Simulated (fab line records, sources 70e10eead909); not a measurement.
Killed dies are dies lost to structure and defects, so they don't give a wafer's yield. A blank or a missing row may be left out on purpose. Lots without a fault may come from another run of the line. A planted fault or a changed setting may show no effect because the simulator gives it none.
Which tool did it? | flow nand_harc | 13 lots, 39 wafers sampled, at 5 steps of a route of 1302

WHAT THE GAUGES READ, wafer by wafer
NHARC_P_STI_INSPECT_25.
lot  | measured     | on                | raw_defect_count
L681 | day 3 22:18  | defect_inspect-01 | 192 205 169
L682 | day 4 13:23  | defect_inspect-02 | 205 135 157
L683 | day 4 19:28  | defect_inspect-01 | 190 231 221
L684 | day 5 11:10  | defect_inspect-01 | 219 168 203
L685 | day 5 14:20  | defect_inspect-01 | 331 109 143
L686 | day 6 01:20  | defect_inspect-01 | 229 227 145
L687 | day 6 12:47  | defect_inspect-01 | 107 169 155
L688 | day 6 21:52  | defect_inspect-01 | 327 179 393
L689 | day 7 12:25  | defect_inspect-01 | 114 325 152
L691 | day 8 04:25  | defect_inspect-01 | 322 262 334
L695 | day 9 23:08  | defect_inspect-02 | 206 146 212
L703 | day 13 05:18 | defect_inspect-01 | 304 228 284
L704 | day 13 13:22 | defect_inspect-01 | 195 347 194

NHARC_P_GATE_OVL_MEAS_27.
lot  | measured     | on         | overlay_x_nm (nm) | overlay_y_nm (nm)
L681 | day 5 00:48  | overlay-02 | -0.8 -0.6 -1.2    | -1.1 -0.9 -0.8
L682 | day 5 13:43  | overlay-02 | -0.1 -0.2 0.1     | 0.2 0.8 0.8
L683 | day 5 21:59  | overlay-01 | 0.9 0.8 0.8       | 0.7 0.4 0.2
L684 | day 6 09:49  | overlay-01 | 1.2 1.8 1.2       | -1.4 -1.1 -0.7
L685 | day 6 10:34  | overlay-01 | 0.6 0.8 0.7       | -0.3 -0.3 -0.5
L686 | day 6 23:23  | overlay-02 | 0.5 0.2 0.1       | 0.3 0.5 0.4
L687 | day 7 16:37  | overlay-02 | -2.0 -2.1 -2.1    | -0.1 -0.4 -0.2
L688 | day 7 22:26  | overlay-02 | 0.7 0.5 0.2       | 0.0 0.7 0.2
L689 | day 8 11:28  | overlay-01 | -2.9 -2.7 -3.2    | -0.4 -0.1 -0.8
L691 | day 9 07:56  | overlay-02 | 0.5 0.7 0.4       | 0.1 0.1 -0.1
L695 | day 10 21:53 | overlay-02 | 1.2 1.3 1.7       | -0.5 -0.6 -0.1
L703 | day 14 04:16 | overlay-02 | -1.5 -1.2 -1.4    | 1.8 1.7 1.3
L704 | day 14 16:46 | overlay-01 | 0.8 1.1 1.4       | 1.2 1.5 0.8

NHARC_P_GATE_CD_MEAS_46: target cd 720 nm.
lot  | measured     | on        | cd_nm (nm)
L681 | day 5 13:15  | cd_sem-02 | 720.0 720.1 718.8
L682 | day 6 01:40  | cd_sem-01 | 718.6 717.5 721.8
L683 | day 6 10:02  | cd_sem-02 | 720.1 717.7 719.3
L684 | day 6 21:47  | cd_sem-02 | 721.7 719.3 718.9
L685 | day 6 22:28  | cd_sem-02 | 722.1 720.3 718.2
L686 | day 7 13:15  | cd_sem-01 | 722.3 719.9 719.2
L687 | day 8 04:20  | cd_sem-02 | 718.5 721.0 718.2
L688 | day 8 10:19  | cd_sem-01 | 719.0 716.5 717.8
L689 | day 8 23:13  | cd_sem-03 | 716.8 718.9 717.6
L691 | day 9 19:47  | cd_sem-03 | 719.0 720.7 720.1
L695 | day 11 09:55 | cd_sem-02 | - - -
L703 | day 14 16:04 | cd_sem-03 | 717.6 719.5 721.3
L704 | day 15 04:47 | cd_sem-03 | 720.6 719.5 721.6

WHICH TOOL RAN EACH LOT (tool, then ch and the chambers of the sampled wafers, then the start)
lot  | NHARC_P_GATE_STRIP_101             | NHARC_P_GATE_EXPOSE_43
L681 | rie_diel-10 ch 1,2, day 5 12:19    | krf_scanner-03 ch 0, day 5 13:06
L682 | rie_diel-09 ch 1,3, day 6 00:44    | krf_scanner-02 ch 0, day 6 01:31
L683 | rie_diel-10 ch 0,1,2, day 6 09:08  | krf_scanner-01 ch 0, day 6 09:53
L684 | rie_diel-10 ch 0,1,3, day 6 20:51  | krf_scanner-02 ch 0, day 6 21:37
L685 | rie_diel-09 ch 2,3, day 6 21:33    | krf_scanner-03 ch 0, day 6 22:19
L686 | rie_diel-01 ch 2,3, day 7 12:26    | krf_scanner-03 ch 0, day 7 13:06
L687 | rie_diel-01 ch 1,3, day 8 03:32    | krf_scanner-03 ch 0, day 8 04:11
L688 | rie_diel-09 ch 0,2,3, day 8 09:31  | krf_scanner-03 ch 0, day 8 10:10
L689 | rie_diel-01 ch 0,2,3, day 8 22:17  | krf_scanner-02 ch 0, day 8 23:03
L691 | rie_diel-09 ch 0,1,2, day 9 18:59  | krf_scanner-03 ch 0, day 9 19:38
L695 | rie_diel-01 ch 2,3, day 11 08:58   | krf_scanner-01 ch 0, day 11 09:46
L703 | rie_diel-01 ch 0,1,3, day 14 15:08 | krf_scanner-02 ch 0, day 14 15:55
L704 | rie_diel-10 ch 0,1, day 15 03:59   | krf_scanner-02 ch 0, day 15 04:37
- NHARC_P_GATE_STRIP_101: strips in O2, time 20 s.
- NHARC_P_GATE_EXPOSE_43: exposes mask P NSD, target cd 720 nm.

WHAT THE TOOLS THEMSELVES READ (means of the sampled wafers that have a number; where no wafer has one, the mark that the record gives instead)
NHARC_P_GATE_STRIP_101.
lot  | tool        | drypump_motor_current_A (A) | mfc_ar_sccm (sccm) | oes_product_au (a.u.) | rf_vpp_V (V) | showerhead_plenum_p_Torr (Torr) | throttle_valve_pct (%)
L681 | rie_diel-10 | 5.4                         | 0.000              | 0.995                 | 57.7         | 3.57                            | 17.037
L682 | rie_diel-09 | 5.7                         | 0.005              | 1.002                 | 57.5         | 3.54                            | 17.040
L683 | rie_diel-10 | 5.7                         | 0.000              | 1.000                 | 57.3         | 3.64                            | 17.044
L684 | rie_diel-10 | 5.7                         | 0.000              | 1.007                 | 58.1         | 3.59                            | 17.036
L685 | rie_diel-09 | 6.1                         | 0.009              | 1.006                 | 57.4         | 3.42                            | 17.045
L686 | rie_diel-01 | 6.1                         | 0.016              | 0.992                 | 57.2         | 3.68                            | 17.032
L687 | rie_diel-01 | 5.9                         | 0.000              | 0.999                 | 58.4         | 3.55                            | 17.035
L688 | rie_diel-09 | 5.9                         | 0.005              | 0.984                 | 57.4         | 3.56                            | 17.029
L689 | rie_diel-01 | 5.8                         | 0.012              | 0.992                 | 57.6         | 3.59                            | 17.039
L691 | rie_diel-09 | 6.0                         | 0.009              | 0.995                 | 58.7         | 3.54                            | 17.040
L695 | rie_diel-01 | 6.1                         | 0.016              | 0.999                 | 57.9         | 3.67                            | 17.041
L703 | rie_diel-01 | 5.6                         | 0.004              | 1.010                 | 58.1         | 3.49                            | 17.030
L704 | rie_diel-10 | 5.8                         | 0.000              | 1.015                 | 59.4         | 3.71                            | 17.034

THE ANSWER, worked out from the rows above alone
Rule: what is usual is taken from the lots themselves. Put in order of their means at a reading, lots are off if they are a third of the lots or fewer, leave a main group of 4 or more, and stand apart from it by a gap of 3 or more times the standard deviation of the main group's means; of several such gaps the widest counts. A main group whose means are all the same, to the digits that the tables above print for the reading, isn't used. A lot without any number at a reading at which 4 lots or more have one is off too. The other lots that the step has rows for count as sound. The gauges are gone through in route order, then the tools' own readings, and for those a lot's mean is taken as printed above. The first step at which some lot is off is used, and at that step the reading that is off furthest; a lot without a number counts as furthest.
Off: L695, at NHARC_P_GATE_CD_MEAS_46 (cd_nm). Without a number there: L695. The main group: mean 719.4 nm, standard deviation 0.88.
A tool fits if, at a process step before that reading, it ran every lot that is off, and no sound lot after the first of them. The gauges at NHARC_P_GATE_CD_MEAS_46 are tried like those tools. Can't be told from this: 2 tools fit, krf_scanner-01 at NHARC_P_GATE_EXPOSE_43, cd_sem-02 at NHARC_P_GATE_CD_MEAS_46.

WHAT THE SIMULATOR HAD PUT IN
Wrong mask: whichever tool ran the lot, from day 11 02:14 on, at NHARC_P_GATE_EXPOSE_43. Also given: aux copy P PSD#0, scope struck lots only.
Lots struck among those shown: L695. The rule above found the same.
